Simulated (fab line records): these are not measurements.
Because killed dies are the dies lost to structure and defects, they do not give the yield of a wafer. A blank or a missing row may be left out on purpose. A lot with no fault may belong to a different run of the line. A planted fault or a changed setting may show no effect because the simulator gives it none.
Matching of chambers || flow nand_harc || 4 sister chambers for NHARC_A_STAIRCASE_DESCUM_186 on rie_diel-06
The step chemistry O2, time 3 s. 4 wafers are shown with their chamber, then 12 later ones without.

## WAFERS WITH THEIR CHAMBER
{"wafer": "L081.1", "chamber": 0, "drypump_motor_current_A (A)": 6.2}
{"wafer": "L085.2", "chamber": 2, "drypump_motor_current_A (A)": 5.4}
{"wafer": "L085.3", "chamber": 3, "drypump_motor_current_A (A)": 6.1}
{"wafer": "L085.6", "chamber": 1, "drypump_motor_current_A (A)": 5.7}

## WAFERS WHOSE CHAMBER IS MISSING
{"wafer": "L087.2", "drypump_motor_current_A (A)": 5.7}
{"wafer": "L087.4", "drypump_motor_current_A (A)": 6.1}
{"wafer": "L087.5", "drypump_motor_current_A (A)": 5.4}
{"wafer": "L092.2", "drypump_motor_current_A (A)": 5.7}
{"wafer": "L092.5", "drypump_motor_current_A (A)": 6.2}
{"wafer": "L092.6", "drypump_motor_current_A (A)": 5.7}
{"wafer": "L091.4", "drypump_motor_current_A (A)": 5.8}
{"wafer": "L091.5", "drypump_motor_current_A (A)": 5.7}
{"wafer": "L091.6", "drypump_motor_current_A (A)": 5.5}
{"wafer": "L095.1", "drypump_motor_current_A (A)": 5.7}
{"wafer": "L095.2", "drypump_motor_current_A (A)": 6.1}
{"wafer": "L095.6", "drypump_motor_current_A (A)": 6.2}

## WHICH CHAMBER EACH ONE RAN IN
{"wafer": "L087.2", "from the rows above": 1, "in truth": 1}
{"wafer": "L087.4", "from the rows above": 3, "in truth": 3}
{"wafer": "L087.5", "from the rows above": 2, "in truth": 2}
{"wafer": "L092.2", "from the rows above": 1, "in truth": 1}
{"wafer": "L092.5", "from the rows above": 0, "in truth": 0}
{"wafer": "L092.6", "from the rows above": 1, "in truth": 1}
{"wafer": "L091.4", "from the rows above": 1, "in truth": 1}
{"wafer": "L091.5", "from the rows above": 1, "in truth": 1}
{"wafer": "L091.6", "from the rows above": 2, "in truth": 2}
{"wafer": "L095.1", "from the rows above": 1, "in truth": 1}
{"wafer": "L095.2", "from the rows above": 3, "in truth": 3}
{"wafer": "L095.6", "from the rows above": 0, "in truth": 0}
Placed correctly: 12 of 12. Not placeable from these rows: 0. Placed wrongly: 0.
How it was worked out, from the rows above alone: a wafer's distance from a chamber is the root of the sum, over the readings, of the square of ((its reading less the chamber's mean) divided by the reading's scatter). If the next closest chamber is less than 2 further off than the closest, the wafer can't be placed; otherwise it belongs to the closest. Each chamber's mean is taken over the wafers shown for it. The scatter: root of mean squared gap, hidden wafer to nearest shown wafer, with one shown wafer a chamber.
